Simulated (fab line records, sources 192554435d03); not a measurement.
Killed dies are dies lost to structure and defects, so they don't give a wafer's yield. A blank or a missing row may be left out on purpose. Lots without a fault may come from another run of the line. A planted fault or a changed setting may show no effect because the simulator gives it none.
fab line records | flow n5_finfet
record lots=5 wafers=15 last_day=17
route steps=1938 shown GATE_CUT@506 MOL_CONTACT_COAG@517
lots that met no fault: from a run of the same line without faults
start_h: hours from the record's first day to the start of the lot's first wafer shown | wait_h: hours since the lot's step before | " the same as in the row above | L1.1+2: a row that stands for several wafers | - no value, or no start given | * or withheld: withheld | < > ~ a bound
route shown NAME@n: a module of which the file shows steps, and the number in the route of the first | usual: mean/standard deviation of fault-free wafers | same: alike in all rows | chamber/n: place in a boat | sites: the reading at each site | _std_site: their standard deviation | _edge_site: outer sites' mean less inner sites' | radius_mm: how far each site lies from the wafer's centre | mask NAME#n: copy n | behind: the tool/chamber that last shaped the wafer | hold: why the lot was held/for how many hours/how that ended | device: the transistor (n, p or np) that didn't switch | end of line: the same wafers' tests at the end of the route | a step without rows: its recipe alone | killed: dies lost to structure and defects at the first sort, not the wafer's yield | map: a wafer's dies, x killed, . not, _ none there
set.NAME: the setting as run; set.NAME@STEP: as run at that earlier step | model.NAME: the simulator's own value behind a step, which no gauge read
lots at some steps of the route; a table a step, a row a wafer
services: from which hour (start_h, from the record's first day; less than 0 if before it) a tool's chamber was out of use, for how many hours, and why
## steps
# step N5_GATE_CUT_VAPOR_ETCH_51
# recipe chemistry=BCl3/Cl2 target=HfO2 mode=isotropic
# usual drypump_motor_current_A=5.7/0.57 oes_product_au=0.78/0.11
# columns lot.wafer tool chamber start_h wait_h drypump_motor_current_A oes_product_au
L074.2 rie_metal-03 0 82.98 0.1 5.8 0.69
L074.4 " 0 " " 5.8 0.70
L074.6 " 0 " " 5.8 0.70
L079.4 rie_metal-02 0 114.93 0.0 6.6 0.62
L079.5 " 0 " " 6.6 0.62
L079.6 " 1 " " 5.5 0.94
L085.3 rie_metal-03 1 152.41 0.0 4.9 0.92
L085.4 " 0 " " 5.8 0.69
L085.5 " 1 " " 4.9 0.91
L094.1 rie_metal-01 0 205.50 0.0 5.2 0.80
L094.4 " 0 " " 5.2 0.79
L094.6 " 0 " " 5.1 0.80
L096.1 rie_metal-01 0 218.90 0.0 5.2 0.79
L096.4 " 0 " " 5.2 0.79
L096.5 " 0 " " 5.2 0.79
# step N5_GATE_CUT_STRIP_21
# recipe chemistry=N2/H2 time_s=30 power_w=1000 temp_c=250 pressure_mtorr=withheld n2_flow_sccm=1750 h2_flow_sccm=3250
# usual drypump_motor_current_A=5.5/0.31 heater_power_w=336/19
# same time_s=30
# columns lot.wafer tool chamber start_h wait_h drypump_motor_current_A heater_power_w rf_hours_counter_h
L074.2 plasma_asher-01 1 83.06 0.1 5.9 348 37
L074.4 " 1 " " 5.9 348 -
L074.6 " 1 " " 5.9 355 -
L079.4 plasma_asher-02 0 115.00 0.1 5.5 324 -
L079.5 " 0 " " 5.5 323 -
L079.6 " 1 " " 5.4 302 -
L085.3 plasma_asher-01 0 152.47 0.1 5.2 345 -
L085.4 " 1 " " 6.0 338 -
L085.5 " 0 " " 5.2 348 -
L094.1 plasma_asher-01 1 205.55 0.0 5.9 349 60
L094.4 " 0 " " 5.2 348 -
L094.6 " 0 " " 5.2 353 -
L096.1 plasma_asher-01 1 218.95 0.0 5.9 349 64
L096.4 " 1 " " 6.0 349 -
L096.5 " 1 " " 5.9 357 -
# step N5_GATE_CUT_STRIP_29
# recipe chemistry=post_etch_residue_remover time_s=60 temp_c=25 remover_ph=withheld remover_water_wt_pct=withheld remover_fluoride_wt_pct=withheld
# same time_s=60
# columns lot.wafer tool chamber start_h wait_h
L074.2+4+6 wet_bench-06 4,1,7 83.14 0.1
L079.4+5+6 wet_bench-03 6,3,0 115.06 0.0
L085.3+4+5 wet_bench-05 6,2,4 152.54 0.0
L094.1+4+6 wet_bench-03 5,0,3 205.64 0.1
L096.1+4+5 wet_bench-06 3,7,6 219.04 0.1
# step N5_GATE_CUT_SRD_52
# recipe dry=ipa_marangoni time_s=30 temp_c=23 rinse_liquid=diw
# usual bath_heat_duty_pct=3.7/0.53
# same time_s=30
# columns lot.wafer tool chamber start_h wait_h bath_heat_duty_pct
L074.2 wet_bench-06 4 83.16 0.0 2.8
L074.4 " 1 " " 4.0
L074.6 " 7 " " 3.3
L079.4 wet_bench-03 6 115.08 0.0 4.5
L079.5 " 3 " " 4.0
L079.6 " 0 " " 4.6
L085.3 wet_bench-05 6 152.56 0.0 3.1
L085.4 " 2 " " 3.5
L085.5 " 4 " " 3.0
L094.1 wet_bench-03 5 205.66 0.0 4.0
L094.4 " 0 " " 3.7
L094.6 " 3 " " 4.0
L096.1 wet_bench-06 3 219.06 0.0 4.4
L096.4 " 7 " " 3.5
L096.5 " 6 " " 3.9
# step N5_GATE_CUT_ALD_22
# recipe material=SiNx target_thk_a=160 temp_c=400 ald_precursor_family=SiH2I2 ald_co_reactant=N2/H2-plasma pulse_time_s=1 ald_cycles=320 purge_time_s=2 co_reactant_purge_time_s=2 pressure_torr=2
# usual heater_power_w=806/95 precursor_pulse_height_rel=1.000/0.019
# same pulse_time_s=1
# columns lot.wafer tool chamber start_h wait_h heater_power_w precursor_pulse_height_rel
L074.2 ald_sin-04 0 83.73 0.6 834 1.034
L074.4 " 1 " " 889 0.996
L074.6 " 2 " " 904 0.972
L079.4 ald_sin-04 2 115.13 0.0 955 1.005
L079.5 " 0 " " 833 1.024
L079.6 " 1 " " 852 0.974
L085.3 ald_sin-02 2 152.61 0.0 714 1.011
L085.4 " 0 " " 971 0.968
L085.5 " 1 " " 835 0.983
L094.1 ald_sin-02 3 205.78 0.1 753 1.027
L094.4 " 0 " " 971 0.995
L094.6 " 3 " " 725 0.954
L096.1 ald_sin-03 2 219.11 0.0 777 0.974
L096.4 " 1 " " 660 0.990
L096.5 " 2 " " 790 0.981
# step N5_GATE_CUT_CMP_23
# recipe stop_on=SiO2 t_overpolish_s=23.4 post_cmp_clean=alkaline_brush down_force_psi=2.5 platen_rpm=51.8 pad_velocity_m_s=1.0307 target_thk_nm=16
# usual motor_current_A=9.6/0.97 overpolish_run_s=23.399/0.0094 pad_life_wafers=951/710 slurry_filter_dp_kPa=13.49/0.14 time_to_endpoint_s=18/3
# same t_overpolish_s=23.4
# columns lot.wafer tool chamber start_h wait_h motor_current_A overpolish_run_s pad_life_wafers slurry_filter_dp_kPa time_to_endpoint_s
L074.2 cmp-01 0 85.22 0.8 10.3 23.400 1506 13.27 17
L074.4 " 1 " " 8.8 23.386 1507 13.45 22
L074.6 " 0 " " 10.9 23.406 - 13.54 15
L079.4 cmp-01 2 116.70 0.8 8.0 23.381 1766 13.51 16
L079.6 " 0 " " 10.9 23.397 - 13.31 14
L079.5 " 1 " " 8.7 23.403 - 13.38 19
L085.3 cmp-01 1 154.17 0.8 8.5 23.398 2054 13.42 21
L085.4 " 2 " " 8.1 23.389 2055 13.52 18
L085.5 " 0 " " 10.9 23.401 - 13.60 17
L094.1 cmp-02 3 207.27 0.8 8.2 23.400 1026 13.46 14
L094.4 " 2 " " 10.3 23.396 1029 13.38 18
L094.6 " 0 " " 9.9 23.381 - 13.46 21
L096.1 cmp-01 2 220.64 0.8 8.1 23.397 408 13.53 14
L096.4 " 1 " " 9.1 23.392 411 13.60 17
L096.5 " 2 " " 7.8 23.417 - 13.52 17
# step N5_GATE_CUT_THK_MEAS_24
# recipe reads=SiO2_of_GATE_CUT_HM_DEP_46+SiO2_flowable_of_ILD0_FCVD_FILL_01
# usual GC_FILL_THK=219.6/2.2
# columns lot.wafer tool chamber start_h wait_h GC_FILL_THK[nm]
L074.2 film_metro-02 - 85.52 - 220.5
L074.4 " - " " 221.3
L074.6 " - " " 220.8
L079.4 film_metro-02 - 116.92 - 218.4
L079.5 " - " " 220.2
L079.6 " - " " 219.7
L085.3 film_metro-02 - 154.39 - 221.5
L085.4 " - " " 220.5
L085.5 " - " " 220.3
L094.1 film_metro-01 - 207.57 - 220.5
L094.4 " - " " 220.1
L094.6 " - " " 222.4
L096.1 film_metro-02 - 220.93 - 219.0
L096.4 " - " " 223.2
L096.5 " - " " 216.2
# step N5_GATE_CUT_CMP_43
# recipe material=SiO2 post_cmp_clean=rinse_only
# usual motor_current_A=12.6/1.4 pad_life_wafers=947/720 slurry_filter_dp_kPa=13.51/0.16
# columns lot.wafer tool chamber start_h wait_h motor_current_A pad_life_wafers slurry_filter_dp_kPa
L074.2 cmp-02 0 85.55 0.0 13.1 0 13.63
L074.4 " 1 " " 12.2 1 13.46
L074.6 " 1 " " 12.8 - 13.43
L079.4 cmp-03 3 116.95 0.0 14.5 1602 13.37
L079.5 " 3 " " 13.9 - 13.62
L079.6 " 0 " " 12.2 - 13.47
L085.3 cmp-02 1 154.58 0.2 13.0 560 13.57
L085.4 " 2 " " 13.6 561 13.28
L085.5 " 0 " " 12.9 - 13.24
L094.1 cmp-02 2 207.68 0.1 13.3 1033 13.50
L094.4 " 3 " " 10.8 1034 13.61
L094.6 " 1 " " 12.7 - 13.58
L096.4 cmp-02 1 220.96 0.0 12.9 1158 13.55
L096.1 " 0 " " 13.1 1161 13.64
L096.5 " 2 " " 12.9 - 13.63
# step N5_GATE_CUT_CMP_61
# recipe stop_on=SiNx t_overpolish_s=3 post_cmp_clean=alkaline_brush down_force_psi=4 platen_rpm=27.09 pad_velocity_m_s=0.539
# usual motor_current_A=12.6/1.3 pad_life_wafers=953/720 slurry_filter_dp_kPa=13.49/0.14
# same t_overpolish_s=3
# columns lot.wafer tool chamber start_h wait_h motor_current_A pad_life_wafers slurry_filter_dp_kPa
L074.2 cmp-02 0 86.03 0.4 14.1 6 13.43
L074.4 " 1 " " 12.3 7 13.20
L074.6 " 1 " " 12.9 - 13.36
L079.4 cmp-03 3 117.43 0.4 14.4 1608 13.55
L079.5 " 3 " " 14.0 - 13.37
L079.6 " 0 " " 12.3 - 13.53
L085.3 cmp-02 1 154.96 0.3 12.0 566 13.36
L085.4 " 2 " " 13.0 567 13.38
L085.5 " 0 " " 12.5 - 13.80
L094.1 cmp-02 2 208.11 0.3 12.7 1039 13.24
L094.4 " 3 " " 10.5 1040 13.51
L094.6 " 1 " " 12.7 - 13.53
L096.4 cmp-02 1 221.44 0.4 12.3 1164 13.31
L096.1 " 0 " " 13.3 1167 13.30
L096.5 " 2 " " 13.1 - 13.42
# step N5_GATE_CUT_INSPECT_26
# recipe inspect_instrument=darkfield mode=post_cmp
# usual raw_defect_count=39/16
# columns lot.wafer tool chamber start_h wait_h raw_defect_count
L074.2 defect_inspect-02 - 86.26 0.0 33
L074.4 " - " " 25
L074.6 " - " " 39
L079.4 defect_inspect-01 - 117.66 0.0 40
L079.5 " - " " 36
L079.6 " - " " 39
L085.3 defect_inspect-02 - 155.14 0.0 23
L085.4 " - " " 48
L085.5 " - " " 30
L094.1 defect_inspect-01 - 208.31 0.0 26
L094.4 " - " " 17
L094.6 " - " " 23
L096.1 defect_inspect-01 - 221.67 0.0 37
L096.4 " - " " 42
L096.5 " - " " 38
# step N5_MOL_CONTACT_COAG_COAT_103
# recipe resist=SOC temp_c=250 time_s=60 spin_rpm=1500 resist_thk_nm=80
# same time_s=60
# columns lot.wafer tool chamber start_h wait_h
L074.2+4+6 litho_track-02 0 86.29 0.0
L079.4+5+6 litho_track-05 0 117.69 0.0
L085.3+4+5 litho_track-01 0 155.17 0.0
L094.1+4+6 litho_track-05 0 208.34 0.0
L096.1+4+5 litho_track-02 0 221.71 0.0
# step N5_MOL_CONTACT_COAG_COAT_104
# recipe resist=SiARC temp_c=220 time_s=60 spin_rpm=1500 resist_thk_nm=12
# same time_s=60
# columns lot.wafer tool chamber start_h wait_h
L074.2+4+6 litho_track-02 0 - -
L079.4+5+6 litho_track-05 0 - -
L085.3+4+5 litho_track-01 0 - -
L094.1+4+6 litho_track-05 0 - -
L096.1+4+5 litho_track-02 0 - -
# step N5_MOL_CONTACT_COAG_COAT_58
# recipe resist=underlayer temp_c=205 time_s=60 spin_rpm=1500 resist_thk_nm=10
# same time_s=60
# columns lot.wafer tool chamber start_h wait_h
L074.2+4+6 litho_track-02 0 - -
L079.4+5+6 litho_track-05 0 - -
L085.3+4+5 litho_track-01 0 - -
L094.1+4+6 litho_track-05 0 - -
L096.1+4+5 litho_track-02 0 - -
# step N5_MOL_CONTACT_COAG_COAT_02
# recipe resist=CAR-EUV spin_rpm=1500 resist_thk_nm=30
# columns lot.wafer tool chamber start_h wait_h
L074.2+4+6 litho_track-02 0 - -
L079.4+5+6 litho_track-05 0 - -
L085.3+4+5 litho_track-01 0 - -
L094.1+4+6 litho_track-05 0 - -
L096.1+4+5 litho_track-02 0 - -
# step N5_MOL_CONTACT_COAG_EBR_04
# recipe solvent=PGMEA ebr_width_mm=1.5
# columns lot.wafer tool chamber start_h wait_h
L074.2+4+6 litho_track-02 0 - -
L079.4+5+6 litho_track-05 0 - -
L085.3+4+5 litho_track-01 0 - -
L094.1+4+6 litho_track-05 0 - -
L096.1+4+5 litho_track-02 0 - -
# step N5_MOL_CONTACT_COAG_SOFTBAKE_03
# recipe temp_c=110 time_s=60 resist=CAR-EUV
# same time_s=60
# columns lot.wafer tool chamber start_h wait_h
L074.2+4+6 litho_track-02 0 - -
L079.4+5+6 litho_track-05 0 - -
L085.3+4+5 litho_track-01 0 - -
L094.1+4+6 litho_track-05 0 - -
L096.1+4+5 litho_track-02 0 - -
# step N5_MOL_CONTACT_COAG_EXPOSE_05
# recipe mask_id=CA na=0.33 source_shape=annular sigma_inner=0.4 sigma_outer=0.8 polarization=unpolarized defocus_nm=0 dose_mj=38.25
# columns lot.wafer tool chamber start_h wait_h mask
L074.2+4+6 euv_scanner-01 0 86.57 - CA#0
L079.4+5+6 euv_scanner-01 0 117.85 - CA#0
L085.3+4+5 euv_scanner-02 0 155.44 - CA#0
L094.1+4+6 euv_scanner-01 0 208.61 - CA#0
L096.1+4+5 euv_scanner-02 0 221.84 - CA#0
# step N5_MOL_CONTACT_COAG_PEB_06
# recipe peb_temp_c=100 peb_time_s=60 resist=CAR-EUV
# columns lot.wafer tool chamber start_h wait_h
L074.2+4+6 litho_track-05 0 86.63 0.0
L079.4+5+6 litho_track-01 0 117.89 0.0
L085.3+4+5 litho_track-01 0 155.49 0.0
L094.1+4+6 litho_track-01 0 208.67 0.1
L096.1+4+5 litho_track-02 0 221.91 0.1
# step N5_MOL_CONTACT_COAG_DEVELOP_07
# recipe develop_time_s=30 developer=TMAH resist=CAR-EUV rinse_liquid=surfactant_rinse dry=air_spin dev_temp_c=23
# columns lot.wafer tool chamber start_h wait_h
L074.2+4+6 litho_track-05 0 - -
L079.4+5+6 litho_track-01 0 - -
L085.3+4+5 litho_track-01 0 - -
L094.1+4+6 litho_track-01 0 - -
L096.1+4+5 litho_track-02 0 - -
# step N5_MOL_CONTACT_COAG_CD_MEAS_08
# recipe target_cd_nm=28 landing_energy_ev=500 detector=se_inlens polarity=opening
# usual cd_nm=27.99/0.29
# columns lot.wafer tool chamber start_h wait_h cd_nm
L074.2 cd_sem-03 0 86.69 - 28.14
L074.4 " 0 " " 27.76
L074.6 " 0 " " 27.82
L079.4 cd_sem-02 0 117.96 - 28.01
L079.5 " 0 " " 27.45
L079.6 " 0 " " 28.16
L085.3 cd_sem-02 0 155.56 - 28.09
L085.4 " 0 " " 27.99
L085.5 " 0 " " 27.74
L094.1 cd_sem-02 0 208.73 - 28.48
L094.4 " 0 " " 28.20
L094.6 " 0 " " 28.17
L096.1 cd_sem-03 0 221.97 - 28.26
L096.4 " 0 " " 28.42
L096.5 " 0 " " 27.70
# step N5_MOL_CONTACT_COAG_OVL_MEAS_09
# recipe points_per_wafer=522
# usual CA_OVL=-0.2/0.63
# columns lot.wafer tool chamber start_h wait_h CA_OVL[nm]
L074.2 overlay-01 0 86.73 0.0 0.0
L074.4 " 0 " " 0.1
L074.6 " 0 " " -0.3
L079.4 overlay-01 0 118.00 0.0 -0.2
L079.5 " 0 " " 0.0
L079.6 " 0 " " -0.1
L085.3 overlay-01 0 155.60 0.0 -1.4
L085.4 " 0 " " -0.2
L085.5 " 0 " " 0.0
L094.1 overlay-01 0 208.77 0.0 -0.4
L094.4 " 0 " " 0.0
L094.6 " 0 " " 0.1
L096.1 overlay-01 0 222.00 0.0 -0.3
L096.4 " 0 " " -0.3
L096.5 " 0 " " -0.5
# step N5_MOL_CONTACT_COAG_INSPECT_10
# recipe mode=adi inspect_instrument=brightfield
# usual raw_defect_count=71/27
# columns lot.wafer tool chamber start_h wait_h raw_defect_count
L074.2 defect_inspect-01 - 86.78 0.0 34
L074.4 " - " " 45
L074.6 " - " " 50
L079.4 defect_inspect-01 - 118.05 0.0 85
L079.5 " - " " 59
L079.6 " - " " 69
L085.3 defect_inspect-02 - 155.65 0.0 39
L085.4 " - " " 85
L085.5 " - " " 57
L094.1 defect_inspect-02 - 208.82 0.1 46
L094.4 " - " " 39
L094.6 " - " " 42
L096.1 defect_inspect-01 - 222.06 0.1 56
L096.4 " - " " 65
L096.5 " - " " 55
# step N5_MOL_CONTACT_COAG_DESCUM_13
# recipe chemistry=O2 time_s=7 source_power_w=50 bias_power_w=20 pressure_mtorr=20 rf_frequency_hz=2.712e+07 temp_c=40 resist=CAR-EUV o2_flow_sccm=225
# usual drypump_motor_current_A=5.7/0.47 oes_product_au=0.75/0.076 rf_fwd_power_W=49.33/0.25 rf_vpp_V=243.7/1.3 showerhead_plenum_p_Torr=2.13/0.066 throttle_valve_pct=20.4/0.3
# same time_s=7
# columns lot.wafer tool chamber start_h wait_h drypump_motor_current_A oes_product_au rf_fwd_power_W rf_hours_counter_h rf_vpp_V showerhead_plenum_p_Torr throttle_valve_pct
L074.2 rie_diel-05 2 86.82 0.0 6.3 0.84 49.54 64 245.3 2.23 20.5
L074.4 " 0 " " 6.1 0.76 49.60 159 245.6 2.15 20.0
L074.6 " 0 " " 6.1 0.76 49.63 - 244.5 2.15 20.0
L079.4 rie_diel-05 3 118.10 0.1 5.6 0.66 49.36 245 240.5 1.98 20.6
L079.5 " 1 " " 5.2 0.72 49.31 - 243.7 2.15 20.7
L079.6 " 2 " " 6.3 0.83 48.89 - 245.3 2.23 20.5
L085.3 rie_diel-05 2 155.69 0.0 6.4 0.81 49.17 90 245.1 2.22 20.5
L085.4 " 1 " " 5.2 0.71 49.44 242 244.2 2.15 20.7
L085.5 " 2 " " 6.4 0.82 49.35 - 245.6 2.22 20.5
L094.1 rie_diel-06 3 208.86 0.0 5.8 0.73 49.43 203 243.6 2.04 20.4
L094.4 " 3 " " 5.8 0.73 49.84 - 243.0 2.04 20.4
L094.6 " 1 " " 6.1 0.68 49.33 - 241.5 2.07 20.5
L096.1 rie_diel-06 3 222.15 0.1 5.8 0.73 49.83 208 243.3 2.04 20.4
L096.4 " 2 " " 6.1 0.74 49.06 182 244.8 2.17 19.9
L096.5 " 2 " " 6.1 0.75 49.14 - 243.6 2.17 19.9
# step N5_MOL_CONTACT_COAG_ETCH_59
# recipe chemistry=N2/H2 target=underlayer target_depth_a=130 mask_material=CAR-EUV time_s=10.4 ion_energy_ev=200 pressure_mtorr=30 source_w=840 bias_w=150 n2_flow_sccm=200 h2_flow_sccm=200 ends=cleared
# usual drypump_motor_current_A=5.7/0.47 etch_rf_on_time_s=10.4/0.4 oes_product_au=0.64/0.067 rf_fwd_power_W=819.1/2.4 rf_vpp_V=525.2/2.2 showerhead_plenum_p_Torr=2.59/0.082 throttle_valve_pct=17.90/0.23
# columns lot.wafer tool chamber start_h wait_h drypump_motor_current_A etch_rf_on_time_s oes_product_au rf_fwd_power_W rf_hours_counter_h rf_vpp_V showerhead_plenum_p_Torr throttle_valve_pct
L074.2 rie_diel-05 2 86.85 0.0 6.3 10.0 0.75 818.9 64 530.1 2.69 17.70
L074.4 " 0 " " 6.1 10.2 0.67 817.1 159 526.3 2.65 17.61
L074.6 " 0 " " 6.1 10.1 0.67 816.7 - 527.7 2.65 17.62
L079.4 rie_diel-05 3 118.14 0.0 5.6 10.9 0.57 823.8 245 521.9 2.42 18.24
L079.5 " 1 " " 5.2 10.4 0.62 818.6 - 525.7 2.62 18.17
L079.6 " 2 " " 6.4 10.1 0.73 820.0 - 528.0 2.69 17.72
L085.3 rie_diel-05 2 155.73 0.0 6.4 10.0 0.71 819.1 90 525.0 2.68 17.73
L085.4 " 1 " " 5.2 10.4 0.60 821.0 242 525.7 2.62 18.19
L085.5 " 2 " " 6.3 10.1 0.72 822.4 - 528.0 2.68 17.76
L094.1 rie_diel-06 3 208.89 0.0 5.8 9.8 0.64 823.0 203 524.9 2.52 18.10
L094.4 " 3 " " 5.8 9.9 0.63 824.0 - 524.5 2.52 18.09
L094.6 " 1 " " 6.1 11.2 0.57 818.3 - 521.5 2.48 17.78
L096.1 rie_diel-06 3 222.19 0.0 5.8 10.0 0.63 818.9 208 523.5 2.52 18.12
L096.4 " 2 " " 6.1 10.1 0.63 821.5 182 526.9 2.67 17.71
L096.5 " 2 " " 6.1 10.1 0.64 820.5 - 526.6 2.67 17.70
# step N5_MOL_CONTACT_COAG_ETCH_105
# recipe chemistry=CF4 target=SiARC target_depth_a=156 mask_material=CAR-EUV time_s=26 ion_energy_ev=80 pressure_mtorr=40 source_w=545 bias_w=36 Ar_flow_sccm=100 cf4_flow_sccm=100 ends=cleared
# usual cf4_flow_sccm=100.0/0.32 drypump_motor_current_A=5.7/0.47 etch_rf_on_time_s=26.0/1.1 oes_product_au=0.64/0.069 rf_fwd_power_W=532.5/2.3 rf_vpp_V=184.6/1.1 showerhead_plenum_p_Torr=2.18/0.061 throttle_valve_pct=15.67/0.24
# columns lot.wafer tool chamber start_h wait_h cf4_flow_sccm drypump_motor_current_A etch_rf_on_time_s oes_product_au rf_fwd_power_W rf_hours_counter_h rf_vpp_V showerhead_plenum_p_Torr throttle_valve_pct
L074.2 rie_diel-05 2 86.87 0.0 100.1 6.3 24.9 0.74 529.8 64 185.7 2.27 15.50
L074.4 " 0 " " 100.1 6.1 25.4 0.67 534.5 159 184.8 2.23 15.49
L074.6 " 0 " " 100.5 6.1 25.4 0.66 533.0 - 185.5 2.23 15.49
L079.4 rie_diel-05 3 118.16 0.0 100.5 5.6 26.6 0.58 533.3 245 183.2 2.02 15.80
L079.5 " 1 " " 99.8 5.2 25.7 0.62 531.0 - 183.5 2.21 15.92
L079.6 " 2 " " 99.6 6.3 24.6 0.73 531.1 - 185.0 2.27 15.53
L085.3 rie_diel-05 2 155.75 0.0 100.0 6.3 24.7 0.73 530.4 90 185.1 2.27 15.55
L085.4 " 1 " " 100.0 5.2 25.8 0.60 534.4 242 183.8 2.20 15.95
L085.5 " 2 " " 100.3 6.4 24.9 0.71 531.7 - 185.0 2.27 15.56
L094.1 rie_diel-06 3 208.91 0.0 99.8 5.8 24.8 0.63 537.0 203 184.1 2.14 15.88
L094.4 " 3 " " 99.3 5.8 24.8 0.64 537.3 - 184.6 2.14 15.90
L094.6 " 1 " " 100.3 6.1 28.2 0.57 533.5 - 181.9 2.13 15.75
L096.1 rie_diel-06 3 222.21 0.0 100.1 5.8 24.9 0.63 536.0 208 184.8 2.14 15.91
L096.4 " 2 " " 99.6 6.1 24.5 0.66 531.5 182 185.7 2.21 15.24
L096.5 " 2 " " 100.0 6.1 24.7 0.65 532.2 - 184.1 2.21 15.24
# step N5_MOL_CONTACT_COAG_ETCH_106
# recipe chemistry=N2/H2 target=SOC target_depth_a=800 overetch_a=160 mask_material=SiARC temp_c=40 time_s=120 ion_energy_ev=200 pressure_mtorr=30 source_w=840 bias_w=150 n2_flow_sccm=200 h2_flow_sccm=200
# usual drypump_motor_current_A=5.7/0.47 oes_product_au=0.67/0.062 rf_fwd_power_W=835/3.1 rf_vpp_V=525.0/2.3 showerhead_plenum_p_Torr=2.59/0.082 throttle_valve_pct=17.87/0.23
# same time_s=120
# columns lot.wafer tool chamber start_h wait_h drypump_motor_current_A oes_product_au rf_fwd_power_W rf_hours_counter_h rf_vpp_V showerhead_plenum_p_Torr throttle_valve_pct
L074.2 rie_diel-05 2 86.90 0.0 6.3 0.77 831 64 528.1 2.69 17.66
L074.4 " 0 " " 6.0 0.69 833 159 527.7 2.65 17.59
L074.6 " 0 " " 6.0 0.69 832 - 526.8 2.65 17.57
L079.4 rie_diel-05 3 118.18 0.0 5.6 0.61 834 245 518.7 2.42 18.21
L079.5 " 1 " " 5.2 0.65 836 - 526.0 2.62 18.13
L079.6 " 2 " " 6.3 0.75 836 - 527.1 2.69 17.68
L085.3 rie_diel-05 2 155.78 0.0 6.3 0.73 840 90 526.9 2.68 17.71
L085.4 " 1 " " 5.2 0.64 834 242 524.3 2.61 18.15
L085.5 " 2 " " 6.4 0.74 834 - 527.0 2.68 17.70
L094.1 rie_diel-06 3 208.94 0.0 5.8 0.65 840 203 523.2 2.52 18.07
L094.4 " 3 " " 5.8 0.65 839 - 522.6 2.52 18.06
L094.6 " 1 " " 6.1 0.63 833 - 522.5 2.48 17.77
L096.1 rie_diel-06 3 222.24 0.0 5.8 0.64 839 208 523.7 2.52 18.07
L096.4 " 2 " " 6.1 0.66 831 182 527.1 2.67 17.67
L096.5 " 2 " " 6.1 0.66 828 - 526.8 2.67 17.68
# step N5_MOL_CONTACT_COAG_STRIP_107
# recipe chemistry=N2/H2 temp_c=40 n2_flow_sccm=200 h2_flow_sccm=200 rf_frequency_hz=6e+07
# columns lot.wafer tool chamber start_h wait_h
L074.2+4+6 rie_diel-05 2,0,0 86.98 0.0
L079.4+5+6 rie_diel-05 3,1,2 118.26 0.0
L085.3+4+5 rie_diel-05 2,1,2 155.86 0.0
L094.1+4+6 rie_diel-06 3,3,1 209.02 0.0
L096.1+4+5 rie_diel-06 3,2,2 222.32 0.0
# step N5_MOL_CONTACT_COAG_STRIP_108
# recipe chemistry=N2/H2 temp_c=40 n2_flow_sccm=200 h2_flow_sccm=200 rf_frequency_hz=6e+07
# columns lot.wafer tool chamber start_h wait_h
L074.2+4+6 rie_diel-05 2,0,0 86.99 0.0
L079.4+5+6 rie_diel-05 3,1,2 118.27 0.0
L085.3+4+5 rie_diel-05 2,1,2 155.87 0.0
L094.1+4+6 rie_diel-06 3,3,1 209.03 0.0
L096.1+4+5 rie_diel-06 3,2,2 222.33 0.0
# step N5_MOL_CONTACT_COAG_CONTACT_ETCH_14
# recipe chemistry=C4F6/O2 target=SiO2 target_depth_a=275 overetch_a=85 mask_material=SOC pressure_mtorr=30 source_w=370 bias_w=185 Ar_flow_sccm=300 C4F6_flow_sccm=16 O2_flow_sccm=10 time_s=20 ion_energy_ev=259.6
# usual drypump_motor_current_A=5.7/0.47 oes_product_au=0.64/0.059 rf_fwd_power_W=363.1/2.1 rf_vpp_V=694.3/2.9 showerhead_plenum_p_Torr=2.93/0.079 throttle_valve_pct=21.30/0.26
# same time_s=20
# columns lot.wafer tool chamber start_h wait_h drypump_motor_current_A oes_product_au rf_fwd_power_W rf_hours_counter_h rf_vpp_V showerhead_plenum_p_Torr throttle_valve_pct
L074.2 rie_diel-05 2 87.00 0.0 6.3 0.72 362.2 64 697.6 3.06 21.27
L074.4 " 0 " " 6.1 0.65 363.6 159 697.6 2.98 20.95
L074.6 " 0 " " 6.0 0.66 365.9 - 696.2 2.98 20.96
L079.4 rie_diel-05 3 118.28 0.0 5.6 0.58 362.8 245 689.5 2.70 21.26
L079.5 " 1 " " 5.2 0.61 364.8 - 695.9 2.96 21.53
L079.6 " 2 " " 6.3 0.71 362.6 - 697.5 3.06 21.29
L085.3 rie_diel-05 2 155.88 0.0 6.4 0.71 362.1 90 697.6 3.05 21.30
L085.4 " 1 " " 5.2 0.60 365.9 242 694.6 2.96 21.55
L085.5 " 2 " " 6.3 0.70 362.3 - 695.7 3.05 21.29
L094.1 rie_diel-06 3 209.04 0.0 5.8 0.62 367.8 203 690.6 2.88 21.57
L094.4 " 3 " " 5.8 0.61 365.5 - 692.5 2.88 21.57
L094.6 " 1 " " 6.2 0.59 362.9 - 692.4 2.86 21.37
L096.1 rie_diel-06 3 222.34 0.0 5.8 0.61 366.4 208 690.8 2.87 21.57
L096.4 " 2 " " 6.0 0.63 361.7 182 697.1 2.98 20.87
L096.5 " 2 " " 6.1 0.63 360.7 - 696.6 2.98 20.86
# step N5_MOL_CONTACT_COAG_STRIP_109
# recipe chemistry=C4F6/O2 resist=SiARC rf_frequency_hz=6e+07
# columns lot.wafer tool chamber start_h wait_h
L074.2+4+6 rie_diel-05 2,0,0 87.02 0.0
L079.4+5+6 rie_diel-05 3,1,2 118.31 0.0
L085.3+4+5 rie_diel-05 2,1,2 155.90 0.0
L094.1+4+6 rie_diel-06 3,3,1 209.07 0.0
L096.1+4+5 rie_diel-06 3,2,2 222.36 0.0
## services
# columns tool chamber start_h hours kind
euv_scanner-01 - 64.53 17.3 pm
ald_sin-04 - 72.06 1.7 repair
rie_diel-06 1 80.31 8.1 repair
cmp-02 - 81.43 4.0 pm
rie_diel-06 0 81.71 7.0 repair
euv_scanner-01 - 83.48 1.0 pm
euv_scanner-02 - 84.49 4.6 pm
ald_sin-02 - 85.25 14.0 pm
rie_diel-06 3 86.99 2.4 repair
rie_diel-06 2 88.53 27.7 repair
rie_metal-03 - 89.74 0.3 repair
euv_scanner-01 - 94.90 0.8 repair
cmp-03 - 98.21 7.3 pm
plasma_asher-01 - 109.99 14.6 pm
cmp-02 - 118.62 3.4 pm
rie_metal-03 - 121.32 1.4 pm
euv_scanner-01 - 139.89 1.0 pm
cmp-01 - 144.82 1.6 repair
cmp-01 - 171.34 4.0 pm
euv_scanner-01 - 195.78 1.0 pm
cmp-02 - 202.83 2.3 repair
rie_diel-06 0 207.22 4.4 repair
cmp-01 - 211.66 0.2 repair
euv_scanner-01 - 214.51 4.6 pm
## key
fault none
